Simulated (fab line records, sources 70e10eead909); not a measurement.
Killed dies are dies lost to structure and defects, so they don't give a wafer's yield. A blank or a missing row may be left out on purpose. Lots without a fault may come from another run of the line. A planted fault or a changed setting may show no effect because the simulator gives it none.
fab line records | flow nand_harc
record lots=13 wafers=39 last_day=32
route steps=1302 shown A_M0@1163 A_M1@1176 END@1302
lots that met no fault: from a run of the same line without faults
start_h: hours from the record's first day to the start of the lot's first wafer shown | wait_h: hours since the lot's step before | " the same as in the row above | L1.1+2: a row that stands for several wafers | - no value, or no start given | * or withheld: withheld | < > ~ a bound
route shown NAME@n: a module of which the file shows steps, and the number in the route of the first | usual: mean/standard deviation of fault-free wafers | same: alike in all rows | chamber/n: place in a boat | sites: the reading at each site | _std_site: their standard deviation | _edge_site: outer sites' mean less inner sites' | radius_mm: how far each site lies from the wafer's centre | mask NAME#n: copy n | behind: the tool/chamber that last shaped the wafer | hold: why the lot was held/for how many hours/how that ended | device: the transistor (n, p or np) that didn't switch | end of line: the same wafers' tests at the end of the route | a step without rows: its recipe alone | killed: dies lost to structure and defects at the first sort, not the wafer's yield | map: a wafer's dies, x killed, . not, _ none there
set.NAME: the setting as run; set.NAME@STEP: as run at that earlier step | model.NAME: the simulator's own value behind a step, which no gauge read
steps of the route over a sample of lots; a table a step, a row a wafer
services: from which hour (start_h, from the record's first day; less than 0 if before it) a tool's chamber was out of use, for how many hours, and why
## steps
# step NHARC_A_M0_THK_MEAS_24
# recipe thk_meas_gauge=xrf
# usual thk_nm=113.9/1.6
# columns lot.wafer tool chamber start_h wait_h thk_nm
L391.3 film_metro-01 - 540.17 - 112.6
L391.4 " - " " 113.6
L391.5 " - " " 113.9
L393.2 film_metro-01 - 543.51 - 113.4
L393.4 " - " " 113.4
L393.5 " - " " 111.1
L392.2 film_metro-01 - 544.85 - 112.8
L392.3 " - " " 112.9
L392.6 " - " " 112.5
L395.1 film_metro-02 - 591.03 - 112.4
L395.2 " - " " 115.5
L395.4 " - " " 115.2
L398.1 film_metro-01 - 619.69 - 118.2
L398.4 " - " " 116.8
L398.5 " - " " 114.2
L402.1 film_metro-02 - 644.91 - 116.9
L402.3 " - " " 111.1
L402.6 " - " " 114.3
L404.1 film_metro-02 - 664.52 - 117.1
L404.2 " - " " 116.8
L404.6 " - " " 115.2
L403.3 film_metro-01 - 668.26 - 112.4
L403.4 " - " " 115.5
L403.6 " - " " 114.0
L409.2 film_metro-02 - 697.04 - 113.1
L409.5 " - " " 112.7
L409.6 " - " " 112.4
L407.1 film_metro-02 - 698.74 - 112.3
L407.3 " - " " 115.4
L407.4 " - " " 112.6
L408.2 film_metro-01 - 704.70 - 114.8
L408.3 " - " " 114.8
L408.6 " - " " 113.7
L410.3 film_metro-02 - 725.40 - 115.8
L410.4 " - " " 114.4
L410.6 " - " " 114.5
L411.2 film_metro-02 - 739.24 - 113.8
L411.4 " - " " 114.3
L411.6 " - " " 115.6
# step NHARC_A_M0_INSPECT_27
# usual raw_defect_count=531/120
# columns lot.wafer tool chamber start_h wait_h raw_defect_count
L391.3 defect_inspect-01 - 540.33 0.0 484
L391.4 " - " " 403
L391.5 " - " " 340
L393.2 defect_inspect-02 - 543.67 0.0 500
L393.4 " - " " 569
L393.5 " - " " 479
L392.2 defect_inspect-02 - 545.01 0.0 405
L392.3 " - " " 561
L392.6 " - " " 391
L395.1 defect_inspect-02 - 591.18 0.0 453
L395.2 " - " " 592
L395.4 " - " " 483
L398.1 defect_inspect-02 - 619.84 0.0 500
L398.4 " - " " 587
L398.5 " - " " 599
L402.1 defect_inspect-01 - 645.06 0.0 429
L402.3 " - " " 535
L402.6 " - " " 663
L404.1 defect_inspect-02 - 664.68 0.0 523
L404.2 " - " " 591
L404.6 " - " " 615
L403.3 defect_inspect-01 - 668.44 0.0 532
L403.4 " - " " 554
L403.6 " - " " 352
L409.2 defect_inspect-02 - 697.20 0.0 573
L409.5 " - " " 606
L409.6 " - " " 611
L407.1 defect_inspect-02 - 698.89 0.0 522
L407.3 " - " " 699
L407.4 " - " " 615
L408.2 defect_inspect-01 - 704.85 0.0 520
L408.3 " - " " 384
L408.6 " - " " 346
L410.3 defect_inspect-02 - 725.55 0.0 713
L410.4 " - " " 763
L410.6 " - " " 553
L411.2 defect_inspect-02 - 739.42 0.0 461
L411.4 " - " " 442
L411.6 " - " " 514
# step NHARC_A_M0_DEP_32
# recipe target_thk_a=300 temp_c=370 target_thk_nm=30 pressure_torr=3 flow_sccm=200 rf_w=450 material=SiCN
# usual heater_power_w=603/66
# columns lot.wafer tool chamber start_h wait_h heater_power_w
L391.3 pecvd-04 0 540.84 0.1 606
L391.4 " 0 " " 606
L391.5 " 1 " " 700
L393.2 pecvd-02 1 543.86 0.1 561
L393.4 " 0 " " 501
L393.5 " 2 " " 697
L392.2 pecvd-02 2 545.20 0.1 604
L392.3 " 0 " " 482
L392.6 " 2 " " 617
L395.1 pecvd-04 0 591.33 0.1 677
L395.2 " 1 " " 681
L395.4 " 2 " " 538
L398.1 pecvd-01 2 620.07 0.1 715
L398.5 " 0 " " 582
L398.4 " 1 " " 519
L402.3 pecvd-02 1 645.21 0.1 663
L402.1 " 0 " " 533
L402.6 " 1 " " 651
L404.1 pecvd-02 0 664.82 0.1 500
L404.2 " 1 " " 614
L404.6 " 2 " " 683
L403.3 pecvd-04 0 668.59 0.1 612
L403.4 " 0 " " 609
L403.6 " 1 " " 548
L409.2 pecvd-01 1 697.38 0.1 538
L409.6 " 0 " " 600
L409.5 " 1 " " 504
L407.3 pecvd-01 1 699.04 0.1 526
L407.1 " 0 " " 521
L407.4 " 0 " " 510
L408.2 pecvd-02 0 705.04 0.1 491
L408.3 " 1 " " 564
L408.6 " 1 " " 575
L410.3 pecvd-01 0 725.94 0.1 533
L410.4 " 2 " " 671
L410.6 " 1 " " 549
L411.2 pecvd-01 2 739.61 0.1 654
L411.4 " 1 " " 506
L411.6 " 2 " " 674
# step NHARC_A_M1_EXPOSE_06
# recipe na=1.35 target_cd_nm=120 dose_mj=75.13 mask_id=A_M1
# usual exposure_dose_mJ_cm2=75.01/0.12
# columns lot.wafer tool chamber start_h wait_h mask exposure_dose_mJ_cm2
L391.3 arfi_scanner-02 0 542.32 - A_M1#0 75.11
L391.4 " 0 " " A_M1#0 75.09
L391.5 " 0 " " A_M1#0 75.04
L393.2 arfi_scanner-02 0 544.80 - A_M1#0 75.04
L393.4 " 0 " " A_M1#0 75.09
L393.5 " 0 " " A_M1#0 75.09
L392.2 arfi_scanner-02 0 546.13 - A_M1#0 77.98
L392.3 " 0 " " A_M1#0 77.94
L392.6 " 0 " " A_M1#0 78.01
L395.1 arfi_scanner-02 0 592.44 - A_M1#0 77.36
L395.2 " 0 " " A_M1#0 77.46
L395.4 " 0 " " A_M1#0 77.41
L398.1 arfi_scanner-02 0 621.09 - A_M1#0 76.95
L398.4 " 0 " " A_M1#0 76.99
L398.5 " 0 " " A_M1#0 76.90
L402.1 arfi_scanner-03 0 646.32 - A_M1#0 74.78
L402.3 " 0 " " A_M1#0 74.92
L402.6 " 0 " " A_M1#0 74.89
L404.1 arfi_scanner-01 0 665.92 - A_M1#0 74.93
L404.2 " 0 " " A_M1#0 74.91
L404.6 " 0 " " A_M1#0 75.05
L403.3 arfi_scanner-03 0 669.73 - A_M1#0 74.89
L403.4 " 0 " " A_M1#0 74.91
L403.6 " 0 " " A_M1#0 74.84
L409.2 arfi_scanner-01 0 698.44 - A_M1#0 75.06
L409.5 " 0 " " A_M1#0 75.02
L409.6 " 0 " " A_M1#0 74.95
L407.1 arfi_scanner-03 0 700.12 - A_M1#0 74.76
L407.3 " 0 " " A_M1#0 74.83
L407.4 " 0 " " A_M1#0 74.71
L408.2 arfi_scanner-01 0 706.12 - A_M1#0 74.96
L408.3 " 0 " " A_M1#0 74.99
L408.6 " 0 " " A_M1#0 75.01
L410.3 arfi_scanner-01 0 726.86 - A_M1#0 75.09
L410.4 " 0 " " A_M1#0 75.20
L410.6 " 0 " " A_M1#0 75.08
L411.2 arfi_scanner-01 0 740.56 - A_M1#0 75.15
L411.4 " 0 " " A_M1#0 75.05
L411.6 " 0 " " A_M1#0 75.09
# step NHARC_A_M1_CD_MEAS_09
# recipe target_cd_nm=120 landing_energy_ev=500
# usual cd_nm=120.1/0.53
# columns lot.wafer tool chamber start_h wait_h cd_nm
L391.3 cd_sem-02 0 542.46 - 120.5
L391.4 " 0 " " 120.1
L391.5 " 0 " " 120.3
L393.2 cd_sem-03 0 544.94 - 119.7
L393.4 " 0 " " 119.3
L393.5 " 0 " " 119.9
L392.2 cd_sem-01 0 546.27 - 122.3
L392.3 " 0 " " 122.4
L392.6 " 0 " " 122.9
L395.1 cd_sem-01 0 592.58 - 122.5
L395.2 " 0 " " 121.5
L395.4 " 0 " " 121.4
L398.1 cd_sem-03 0 621.23 - 121.1
L398.4 " 0 " " 121.1
L398.5 " 0 " " 121.1
L402.1 cd_sem-03 0 646.45 - 120.0
L402.3 " 0 " " 119.7
L402.6 " 0 " " 119.7
L404.1 cd_sem-02 0 666.05 - 119.5
L404.2 " 0 " " 120.1
L404.6 " 0 " " 120.1
L403.3 cd_sem-01 0 669.86 - 120.1
L403.4 " 0 " " 120.3
L403.6 " 0 " " 120.1
L409.2 cd_sem-01 0 698.58 - 120.2
L409.5 " 0 " " 120.6
L409.6 " 0 " " 120.7
L407.1 cd_sem-02 0 700.26 - 119.6
L407.3 " 0 " " 119.1
L407.4 " 0 " " 119.6
L408.2 cd_sem-01 0 706.26 - 120.2
L408.3 " 0 " " 119.9
L408.6 " 0 " " 120.5
L410.3 cd_sem-02 0 727.00 - 120.0
L410.4 " 0 " " 119.6
L410.6 " 0 " " 119.4
L411.2 cd_sem-02 0 740.69 - 121.2
L411.4 " 0 " " 121.0
L411.6 " 0 " " 120.3
# step NHARC_END_SORT_01
# recipe temp_c=25
# usual defect_limited_yield=91/3.4 killed_at_array=57/24 killed_at_other=0.7/0.94 killed_at_periphery=3.8/2.5 killed_dies=62/23 killed_open=3.1/1.8 killed_short=2.5/1.6
# same gross_dies=677
# columns lot.wafer tool chamber start_h wait_h defect_limited_yield[%] killed_at_array killed_at_other killed_at_periphery killed_dies killed_open killed_short
L393.2 prober-01 0 588.73 2.8 87 79 0 7 86 3 1
L393.4 prober-01 0 590.34 3.4 83 108 1 6 115 3 4
L393.5 prober-01 0 591.14 3.7 83 108 4 6 118 5 2
L392.2 prober-01 0 596.53 2.8 93 36 0 10 46 5 4
L392.3 prober-01 0 597.33 3.1 96 22 0 4 26 3 2
L392.6 prober-01 0 599.74 4.0 97 18 0 4 22 4 2
L391.3 prober-02 0 597.25 3.1 92 50 1 5 56 1 3
L391.4 prober-02 0 598.06 3.4 93 44 2 4 50 3 2
L391.5 prober-02 0 598.87 3.7 93 44 0 4 48 1 1
L398.1 prober-02 0 657.62 2.5 95 30 1 6 37 3 3
L398.4 prober-02 0 660.00 3.4 93 39 1 6 46 5 2
L398.5 prober-02 0 660.79 3.7 94 36 1 7 44 6 2
L395.1 prober-01 0 665.37 2.5 94 40 0 3 43 3 1
L395.2 prober-01 0 666.16 2.8 92 49 1 4 54 0 3
L395.4 prober-01 0 667.74 3.4 91 50 1 7 58 7 3
L402.1 prober-02 0 682.47 2.5 94 39 1 1 41 3 1
L402.3 prober-02 0 684.08 3.1 93 44 1 3 48 4 1
L402.6 prober-02 0 686.48 4.0 92 50 1 1 52 1 4
L404.1 prober-02 0 704.52 2.5 86 84 0 8 92 4 4
L404.2 prober-02 0 705.33 2.8 86 86 0 6 92 3 5
L404.6 prober-02 0 708.57 4.0 89 69 0 3 72 6 3
L403.3 prober-01 0 706.15 3.1 95 27 1 6 34 4 2
L403.4 prober-01 0 706.95 3.4 95 31 0 5 36 3 1
L403.6 prober-01 0 708.56 4.0 96 23 2 4 29 9 0
L407.1 prober-02 0 733.26 2.5 92 46 0 5 51 6 2
L407.3 prober-02 0 734.85 3.1 92 51 0 4 55 4 3
L407.4 prober-02 0 735.64 3.4 90 61 0 6 67 6 5
L409.2 prober-01 0 734.12 2.8 85 98 1 4 103 2 7
L409.5 prober-01 0 736.55 3.7 87 84 3 0 87 2 7
L409.6 prober-01 0 737.36 4.1 86 90 0 2 92 2 4
L408.2 prober-02 0 742.65 2.8 93 44 1 2 47 5 1
L408.3 prober-02 0 743.46 3.1 94 43 1 0 44 3 1
L408.6 prober-02 0 745.87 4.0 93 42 3 2 47 2 2
L410.3 prober-01 0 766.81 3.1 89 75 1 0 76 1 1
L410.4 prober-01 0 767.60 3.4 88 76 0 2 78 5 0
L410.6 prober-01 0 769.19 4.0 87 83 2 3 88 3 2
L411.2 prober-02 0 776.66 2.8 93 40 0 8 48 4 2
L411.4 prober-02 0 778.26 3.4 93 41 0 7 48 1 2
L411.6 prober-02 0 779.85 4.0 94 35 0 9 44 2 0
# killed by level:class
L393.2 A_CHANNEL_HOLE_D1:chamber_film_flake=24 A_CHANNEL_HOLE_D2:chamber_film_flake=19 A_SLIT:chamber_film_flake=18 P_GATE:chamber_film_flake=7 A_CONTACT:chamber_film_flake=5 A_CONTACT:unspecified=3 A_DECK1_JOINT:chamber_film_flake=3 A_STAIRCASE:chamber_film_flake=2
L393.4 A_CHANNEL_HOLE_D2:chamber_film_flake=33 A_CHANNEL_HOLE_D1:chamber_film_flake=31 A_SLIT:chamber_film_flake=24 A_STAIRCASE:chamber_film_flake=7 P_GATE:chamber_film_flake=4 A_ONON_D1:geometric_particle:open=2 A_CHANNEL_FILL_D2:chamber_film_flake=2 A_CONTACT:chamber_film_flake=2
L393.5 A_CHANNEL_HOLE_D2:chamber_film_flake=30 A_CHANNEL_HOLE_D1:chamber_film_flake=28 A_SLIT:chamber_film_flake=28 A_STAIRCASE:chamber_film_flake=5 A_CHANNEL_FILL_D2:chamber_film_flake=4 A_CONTACT:chamber_film_flake=4 THIN_TSV:chamber_film_flake=4 A_M0:geometric_particle:open=3
L392.2 A_CONTACT:chamber_film_flake=11 A_CHANNEL_HOLE_D2:chamber_film_flake=9 P_M1:chamber_film_flake=4 A_CHANNEL_HOLE_D1:chamber_film_flake=4 A_CHANNEL_FILL_D2:chamber_film_flake=3 P_GATE:chamber_film_flake=2 P_CONTACT:geometric_particle:open=1 P_M0:geometric_particle:short=1
L391.3 A_CHANNEL_HOLE_D1:chamber_film_flake=30 A_CHANNEL_HOLE_D2:chamber_film_flake=9 P_ZERO_WELL:chamber_film_flake=3 A_STAIRCASE:chamber_film_flake=3 A_CONTACT:chamber_film_flake=3 P_STI:chamber_film_flake=2 A_ONON_D2:geometric_particle:short=1 A_CHANNEL_HOLE_D2:geometric_particle:short=1
L392.3 A_CHANNEL_HOLE_D2:chamber_film_flake=9 A_CHANNEL_FILL_D2:chamber_film_flake=3 A_CONTACT:chamber_film_flake=3 P_M1:chamber_film_flake=2 A_CHANNEL_HOLE_D1:chamber_film_flake=2 P_CONTACT:geometric_particle:open=1 A_CHANNEL_FILL_D1:geometric_particle:short=1 A_CHANNEL_FILL_D2:geometric_particle:short=1
L391.4 A_CHANNEL_HOLE_D1:chamber_film_flake=26 A_CHANNEL_HOLE_D2:chamber_film_flake=5 A_CONTACT:chamber_film_flake=4 P_ZERO_WELL:chamber_film_flake=3 A_ONON_D1:geometric_particle:open=2 A_SLIT:chamber_film_flake=2 THIN_TSV:chamber_film_flake=2 A_ONON_D1:geometric_particle:short=1
L391.5 A_CHANNEL_HOLE_D1:chamber_film_flake=25 A_CHANNEL_HOLE_D2:chamber_film_flake=11 P_ZERO_WELL:chamber_film_flake=3 A_STAIRCASE:chamber_film_flake=3 A_CONTACT:chamber_film_flake=2 A_ONON_D1:geometric_particle:short=1 A_M0:geometric_particle:open=1 P_STI:chamber_film_flake=1
L392.6 A_CONTACT:chamber_film_flake=6 A_CHANNEL_HOLE_D2:chamber_film_flake=4 P_M1:chamber_film_flake=3 P_CONTACT:geometric_particle:open=1 A_CHANNEL_FILL_D1:geometric_particle:open=1 A_DECK1_JOINT:geometric_particle:open=1 A_CHANNEL_FILL_D2:geometric_particle:short=1 A_WL_FILL:geometric_particle:open=1
L398.1 A_CHANNEL_HOLE_D2:chamber_film_flake=15 A_CONTACT:chamber_film_flake=7 P_BONDPAD:chamber_film_flake=3 A_CHANNEL_HOLE_D1:chamber_film_flake=2 P_CONTACT:geometric_particle:open=1 P_M1:geometric_particle:open=1 A_ONON_D1:geometric_particle:short=1 A_ONON_D2:geometric_particle:short=1
L398.4 A_CHANNEL_HOLE_D2:chamber_film_flake=17 A_CONTACT:chamber_film_flake=7 A_STAIRCASE:chamber_film_flake=6 A_CHANNEL_HOLE_D1:chamber_film_flake=4 P_GATE:geometric_particle:open=1 P_CONTACT:geometric_particle:open=1 A_ONON_D1:geometric_particle:short=1 A_ONON_D1:geometric_particle:open=1
L398.5 A_CHANNEL_HOLE_D2:chamber_film_flake=12 A_CONTACT:chamber_film_flake=7 A_STAIRCASE:chamber_film_flake=5 A_SLIT:chamber_film_flake=4 P_BONDPAD:chamber_film_flake=3 P_GATE:geometric_particle:open=1 P_M1:geometric_particle:open=1 A_ONON_D1:geometric_particle:open=1
L395.1 A_CHANNEL_HOLE_D2:chamber_film_flake=27 A_WL_FILL:chamber_film_flake=3 A_CHANNEL_HOLE_D2:geometric_particle:open=2 P_STI:chamber_film_flake=2 A_CHANNEL_HOLE_D1:chamber_film_flake=2 A_CONTACT:chamber_film_flake=2 P_M0:geometric_particle:open=1 A_ONON_D2:geometric_particle:short=1
L395.2 A_CHANNEL_HOLE_D2:chamber_film_flake=34 A_WL_FILL:chamber_film_flake=4 A_CHANNEL_FILL_D2:chamber_film_flake=3 P_GATE:chamber_film_flake=2 P_GATE:geometric_particle:short=1 A_SOURCE_PLATE:geometric_particle:short=1 A_CHANNEL_FILL_D1:geometric_particle:short=1 P_STI:chamber_film_flake=1
L395.4 A_CHANNEL_HOLE_D2:chamber_film_flake=31 P_STI:chamber_film_flake=3 A_BLC:chamber_film_flake=3 A_ONON_D1:geometric_particle:open=2 A_CHANNEL_FILL_D1:geometric_particle:open=2 P_GATE:chamber_film_flake=2 A_CHANNEL_HOLE_D1:chamber_film_flake=2 A_WL_FILL:chamber_film_flake=2
L402.1 A_SLIT:chamber_film_flake=28 A_CHANNEL_HOLE_D2:chamber_film_flake=2 A_STAIRCASE:chamber_film_flake=2 A_ONON_D2:geometric_particle:open=1 A_CHANNEL_FILL_D2:geometric_particle:short=1 A_CHANNEL_FILL_D2:geometric_particle:open=1 A_BLC:geometric_particle:open=1 P_CONTACT:chamber_film_flake=1
L402.3 A_SLIT:chamber_film_flake=28 A_STAIRCASE:chamber_film_flake=5 A_CHANNEL_HOLE_D1:chamber_film_flake=3 A_CHANNEL_FILL_D1:geometric_particle:open=2 P_GATE:chamber_film_flake=2 A_CHANNEL_FILL_D2:geometric_particle:open=1 A_BLC:geometric_particle:short=1 A_BLC:geometric_particle:open=1
L402.6 A_SLIT:chamber_film_flake=29 A_CHANNEL_HOLE_D1:chamber_film_flake=7 A_STAIRCASE:chamber_film_flake=3 A_CHANNEL_HOLE_D2:chamber_film_flake=2 A_CONTACT:chamber_film_flake=2 A_CHANNEL_FILL_D1:geometric_particle:open=1 A_CHANNEL_FILL_D1:geometric_particle:short=1 A_WL_FILL:geometric_particle:short=1
L404.1 A_CHANNEL_HOLE_D2:chamber_film_flake=29 A_SLIT:chamber_film_flake=28 A_CHANNEL_HOLE_D1:chamber_film_flake=10 P_M2:chamber_film_flake=5 A_CONTACT:chamber_film_flake=5 A_CHANNEL_FILL_D2:chamber_film_flake=3 A_WL_FILL:geometric_particle:short=2 P_BONDPAD:chamber_film_flake=2
L404.2 A_SLIT:chamber_film_flake=37 A_CHANNEL_HOLE_D2:chamber_film_flake=21 A_CONTACT:chamber_film_flake=10 A_CHANNEL_HOLE_D1:chamber_film_flake=6 A_WL_FILL:geometric_particle:short=2 P_GATE:chamber_film_flake=2 P_BONDPAD:chamber_film_flake=2 A_SGD_CUT:chamber_film_flake=2
L403.3 A_CHANNEL_HOLE_D1:chamber_film_flake=10 P_GATE:chamber_film_flake=3 A_SLIT:chamber_film_flake=3 P_M2:chamber_film_flake=2 A_ZERO_WELL:chamber_film_flake=2 A_M0:chamber_film_flake=2 A_ONON_D1:geometric_particle:open=1 A_CHANNEL_FILL_D1:geometric_particle:open=1
L403.4 A_CHANNEL_HOLE_D1:chamber_film_flake=10 A_SLIT:chamber_film_flake=5 A_STAIRCASE:chamber_film_flake=4 A_CONTACT:chamber_film_flake=4 P_M2:chamber_film_flake=3 P_GATE:chamber_film_flake=2 A_SOURCE_PLATE:geometric_particle:open=1 A_CHANNEL_FILL_D1:geometric_particle:open=1
L403.6 A_CHANNEL_HOLE_D1:chamber_film_flake=8 A_M1:geometric_particle:open=2 A_STAIRCASE:chamber_film_flake=2 A_SLIT:chamber_film_flake=2 THIN_TSV:chamber_film_flake=2 P_CONTACT:geometric_particle:open=1 P_M0:geometric_particle:open=1 A_ONON_D1:geometric_particle:open=1
L404.6 A_SLIT:chamber_film_flake=19 A_CHANNEL_HOLE_D2:chamber_film_flake=18 A_CHANNEL_HOLE_D1:chamber_film_flake=12 A_STAIRCASE:chamber_film_flake=4 A_CONTACT:chamber_film_flake=4 A_M0:geometric_particle:open=3 A_ONON_D1:geometric_particle:short=1 A_CHANNEL_FILL_D1:geometric_particle:open=1
L407.1 A_CHANNEL_HOLE_D2:chamber_film_flake=23 A_CHANNEL_HOLE_D1:chamber_film_flake=6 A_DECK1_JOINT:chamber_film_flake=3 A_SLIT:chamber_film_flake=3 A_CHANNEL_HOLE_D1:geometric_particle:open=2 P_M0:chamber_film_flake=2 P_M2:chamber_film_flake=2 A_STAIRCASE:chamber_film_flake=2
L409.2 A_CHANNEL_HOLE_D1:chamber_film_flake=34 A_SLIT:chamber_film_flake=32 A_CHANNEL_HOLE_D2:chamber_film_flake=14 A_CONTACT:chamber_film_flake=5 A_WL_FILL:geometric_particle:short=2 A_CHANNEL_FILL_D2:chamber_film_flake=2 A_WL_FILL:chamber_film_flake=2 P_STI:geometric_particle:open=1
L407.3 A_CHANNEL_HOLE_D2:chamber_film_flake=20 A_CHANNEL_HOLE_D1:chamber_film_flake=12 A_STAIRCASE:chamber_film_flake=8 A_SLIT:chamber_film_flake=3 P_M2:chamber_film_flake=2 A_DECK1_JOINT:chamber_film_flake=2 P_STI:geometric_particle:open=1 P_CONTACT:geometric_particle:open=1
L407.4 A_CHANNEL_HOLE_D2:chamber_film_flake=28 A_CHANNEL_HOLE_D1:chamber_film_flake=18 A_STAIRCASE:chamber_film_flake=3 A_SLIT:chamber_film_flake=2 P_CONTACT:geometric_particle:open=1 P_CONTACT:geometric_particle:short=1 P_M0:geometric_particle:open=1 A_SOURCE_PLATE:geometric_particle:short=1
L409.5 A_SLIT:chamber_film_flake=27 A_CHANNEL_HOLE_D1:chamber_film_flake=22 A_CHANNEL_HOLE_D2:chamber_film_flake=13 A_STAIRCASE:chamber_film_flake=4 A_CONTACT:chamber_film_flake=4 A_WL_FILL:geometric_particle:short=3 STARTING-WAFER:geometric_particle:short=2 A_CHANNEL_FILL_D1:chamber_film_flake=2
L409.6 A_CHANNEL_HOLE_D1:chamber_film_flake=33 A_SLIT:chamber_film_flake=23 A_CHANNEL_HOLE_D2:chamber_film_flake=21 A_CONTACT:chamber_film_flake=7 P_M2:geometric_particle:short=1 A_CHANNEL_FILL_D1:geometric_particle:open=1 A_DECK1_JOINT:geometric_particle:short=1 A_ONON_D2:geometric_particle:short=1
L408.2 A_CHANNEL_HOLE_D1:chamber_film_flake=16 A_CONTACT:chamber_film_flake=6 A_SGD_CUT:chamber_film_flake=5 A_STAIRCASE:chamber_film_flake=4 A_SLIT:chamber_film_flake=3 A_CHANNEL_HOLE_D2:chamber_film_flake=2 A_WL_FILL:chamber_film_flake=2 P_M0:geometric_particle:open=1
L408.3 A_CHANNEL_HOLE_D1:chamber_film_flake=15 A_CONTACT:chamber_film_flake=7 A_STAIRCASE:chamber_film_flake=6 A_SLIT:chamber_film_flake=5 A_SGD_CUT:chamber_film_flake=3 A_WL_FILL:chamber_film_flake=2 A_DECK1_JOINT:geometric_particle:open=1 A_WL_FILL:geometric_particle:open=1
L408.6 A_CHANNEL_HOLE_D1:chamber_film_flake=16 A_SGD_CUT:chamber_film_flake=7 A_CONTACT:chamber_film_flake=6 A_SLIT:chamber_film_flake=4 A_WL_FILL:chamber_film_flake=3 THIN_TSV:chamber_film_flake=3 A_STAIRCASE:chamber_film_flake=2 P_M0:geometric_particle:open=1
L410.3 A_SLIT:chamber_film_flake=29 A_CHANNEL_HOLE_D1:chamber_film_flake=19 A_CHANNEL_HOLE_D2:chamber_film_flake=16 A_DECK1_JOINT:chamber_film_flake=3 A_CONTACT:chamber_film_flake=2 A_BONDPAD:chamber_film_flake=2 A_CHANNEL_HOLE_D1:geometric_particle:open=1 A_WL_FILL:geometric_particle:short=1
L410.4 A_SLIT:chamber_film_flake=26 A_CHANNEL_HOLE_D2:chamber_film_flake=26 A_CHANNEL_HOLE_D1:chamber_film_flake=14 A_STAIRCASE:chamber_film_flake=3 P_M0:geometric_particle:open=1 A_CHANNEL_HOLE_D1:geometric_particle:open=1 A_WL_FILL:geometric_particle:open=1 A_CONTACT:geometric_particle:open=1
L410.6 A_SLIT:chamber_film_flake=30 A_CHANNEL_HOLE_D2:chamber_film_flake=25 A_CHANNEL_HOLE_D1:chamber_film_flake=13 A_CHANNEL_FILL_D2:chamber_film_flake=4 A_BONDPAD:chamber_film_flake=3 A_STAIRCASE:chamber_film_flake=2 THIN_TSV:chamber_film_flake=2 P_CONTACT:geometric_particle:open=1
L411.2 A_CHANNEL_HOLE_D1:chamber_film_flake=17 A_CONTACT:chamber_film_flake=7 A_SLIT:chamber_film_flake=6 A_CHANNEL_FILL_D2:chamber_film_flake=3 P_CONTACT:geometric_particle:open=2 P_M0:chamber_film_flake=2 P_M1:chamber_film_flake=2 A_STAIRCASE:chamber_film_flake=2
L411.4 A_CHANNEL_HOLE_D1:chamber_film_flake=21 A_CONTACT:chamber_film_flake=7 A_SLIT:chamber_film_flake=5 P_M1:chamber_film_flake=4 A_CHANNEL_FILL_D2:chamber_film_flake=3 P_M1:geometric_particle:short=1 A_ONON_D1:geometric_particle:short=1 A_CHANNEL_HOLE_D1:geometric_particle:open=1
L411.6 A_CHANNEL_HOLE_D1:chamber_film_flake=21 A_SLIT:chamber_film_flake=8 P_M1:chamber_film_flake=6 A_CONTACT:chamber_film_flake=3 P_M0:chamber_film_flake=2 A_DECK1_JOINT:geometric_particle:open=1 A_WL_FILL:geometric_particle:open=1 P_GATE:chamber_film_flake=1
## services
# columns tool chamber start_h hours kind
pecvd-02 2 523.95 18.8 repair
arfi_scanner-02 - 526.24 0.2 repair
pecvd-02 1 538.81 - calibration
arfi_scanner-03 - 540.01 4.0 pm
arfi_scanner-03 - 544.55 10.8 repair
pecvd-04 - 578.11 1.8 repair
pecvd-02 - 589.44 13.0 pm
pecvd-02 0 589.44 13.0 vent_cycle
pecvd-02 1 589.44 13.0 vent_cycle
pecvd-02 2 589.44 13.0 vent_cycle
arfi_scanner-02 - 598.76 1.2 repair
pecvd-02 0 602.44 - clean
pecvd-02 1 602.44 - clean
pecvd-02 2 602.44 - clean
arfi_scanner-01 - 604.67 4.0 pm
arfi_scanner-01 - 623.98 0.4 repair
pecvd-04 - 631.49 13.0 pm
arfi_scanner-03 - 654.96 0.8 repair
arfi_scanner-02 - 656.00 4.0 pm
pecvd-01 - 657.51 0.2 repair
pecvd-01 - 673.30 13.0 pm
pecvd-01 - 701.63 0.7 repair
arfi_scanner-03 - 712.01 4.0 pm
pecvd-04 - 716.00 1.4 repair
## key
first_sign step=NHARC_A_M1_EXPOSE_06 reading=exposure_dose_mJ_cm2 direction=up sigmas=21 usual=75.01 struck=77.45
effect step=NHARC_A_M1_CD_MEAS_09 reading=cd_nm direction=up sigmas=3.3 usual=120.1 struck=121.8 through=control_loop
met_at NHARC_A_M1_EXPOSE_06
struck_lots L392,L395,L398
loop_trim step=NHARC_A_M1_EXPOSE_06 setting=dose lots=L395,L398
not_acting_at NHARC_A_M0_THK_MEAS_24,NHARC_A_M0_INSPECT_27,NHARC_A_M0_DEP_32
onset_between 544.80 546.13
fault kind=process_parameter_drift tool=arfi_scanner-02 chamber=- onset_h=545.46 steps=NHARC_A_M1_EXPOSE_06 channel=dose_mj offset=2.8929 shape=step acts_in=these_recipes_only stated=75.13
# loop_trim: a control loop set the setting to another value than it would have without faults
